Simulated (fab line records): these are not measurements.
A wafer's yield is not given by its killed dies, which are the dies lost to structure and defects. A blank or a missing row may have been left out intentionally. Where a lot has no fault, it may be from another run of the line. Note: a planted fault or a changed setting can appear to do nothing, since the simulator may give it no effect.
Code-filled problem report in 8D (eight disciplines) form / flow nand_harc / the parts of the form that need people (team, actions taken, sign-off) are left out

1. THE ISSUE
At NHARC_END_SORT_01, killed_at_periphery averages 216.5 over 2 wafers from 2 lots, while fault-free wafers read 3.4, standard deviation 2.2. Measured from the usual mean, that is +97 standard deviations.
First observed at day 22 06:27: wafer L209.2, on prober-02. The record holds 9 wafers of 3 lots with a number at this step. The rule behind "out" and "out of limits": a value lying over 4 standard deviations away from the usual mean. All remaining wafers that have a number are taken as sound.

2. WHAT IT IS, AND WHAT IT ISN'T
question=which readings at this step | is=killed_at_periphery, defect_limited_yield, killed_dies, sort_bin_2_pct, sort_bin_3_pct, sort_bin_4_pct, sort_n_pass, sort_rim_yield_pct, sort_yield_pct | is not=killed_at_array, killed_at_other, killed_open, killed_short
question=which lots | is=L209, L210 | is not=L214
question=which wafers of those lots | is=L209.2, L210.6 | is not=L209.1, L209.3, L210.1, L210.3
question=read on which gauges | is=prober-01, prober-02 | is not=-
question=when | is=from day 22 06:27 | is not=up to then (1 sound wafer); but 6 sound wafers of L209, L210, L214 came after

3. SUSPECTS, AND WHAT RULES EACH OUT
Counting: any tool at a process step up to the reading remains a suspect provided it ran every lot that is out. Sound lots after the first of them don't rule it out here, since some wafers of a struck lot are sound.
- the gauge at NHARC_END_SORT_01: ruled out. Those wafers that are out were read across 2 gauges (prober-01, prober-02).
- ecd_cu-02 at NHARC_P_M0_ECD_22 (material Cu, target thk 400 nm): kept. It ran every lot that is out, first L209 (day 8 21:59).
- cmp-02 at NHARC_THIN_TSV_CMP_21 (polishes, t overpolish 30 s, target thk 2000 nm): kept. It ran every lot that is out, first L209 (day 21 18:38).
- The sound lot-mates ran in chamber 1 of ecd_cu-02 at NHARC_P_M0_ECD_22, but the wafers that are out ran in chamber 0.
After counting, ecd_cu-02 at NHARC_P_M0_ECD_22 and cmp-02 at NHARC_THIN_TSV_CMP_21 remain.

4. THE CAUSE (what the simulator had put in)
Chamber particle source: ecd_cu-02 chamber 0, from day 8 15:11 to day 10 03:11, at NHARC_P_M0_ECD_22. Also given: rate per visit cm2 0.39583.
Of the 2 suspects that counting leaves, this tool is one.

5. THE EFFECT CHAIN, in route order
One row per reading whose mean, taken over the struck wafers that have a number, lies over 3 standard deviations from the usual. Readings are gone through only where the record gives a usual standard deviation; hours: the median, over the lots, of the time from a lot's start at the first step in this table giving one to that lot's start at this step; sigmas: the change measured in usual standard deviations.
hours=0; step=NHARC_END_SORT_01; reading=defect_limited_yield; usual=95.4 %; on struck wafers=65.7; change=-29.8; sigmas=-20
hours=0; step=NHARC_END_SORT_01; reading=killed_at_periphery; usual=3.4; on struck wafers=216.5; change=+213.1; sigmas=+97
hours=0; step=NHARC_END_SORT_01; reading=killed_dies; usual=31; on struck wafers=232; change=+202; sigmas=+20
hours=0; step=NHARC_END_SORT_01; reading=sort_bin_2_pct; usual=1.5 %; on struck wafers=9.9; change=+8.4; sigmas=+13
hours=0; step=NHARC_END_SORT_01; reading=sort_bin_3_pct; usual=0.21 %; on struck wafers=2.96; change=+2.75; sigmas=+14
hours=0; step=NHARC_END_SORT_01; reading=sort_bin_4_pct; usual=2.9 %; on struck wafers=21.4; change=+18.5; sigmas=+19
hours=0; step=NHARC_END_SORT_01; reading=sort_n_pass; usual=646; on struck wafers=444; change=-202; sigmas=-20
hours=0; step=NHARC_END_SORT_01; reading=sort_rim_yield_pct; usual=96.9 %; on struck wafers=64.7; change=-32.2; sigmas=-16
hours=0; step=NHARC_END_SORT_01; reading=sort_yield_pct; usual=95.4 %; on struck wafers=65.7; change=-29.8; sigmas=-20

6. HOW IT WOULD HAVE BEEN CAUGHT EARLIER
Counted from the fault's start at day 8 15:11, it took 327 hours until the first out-of-limits reading at a measuring or inspecting step in this record, taken at day 22 06:27.
An alarm limit of 4 standard deviations would not have fired on the tool readings at NHARC_P_M0_ECD_22 for which the record gives a usual standard deviation, since none of them was out on any struck wafer.
The start of NHARC_P_M0_ECD_22 on ecd_cu-02 came by day 22 06:27 for every one of the lots that are out (2). Holding the tool at that point would not have protected any of them.
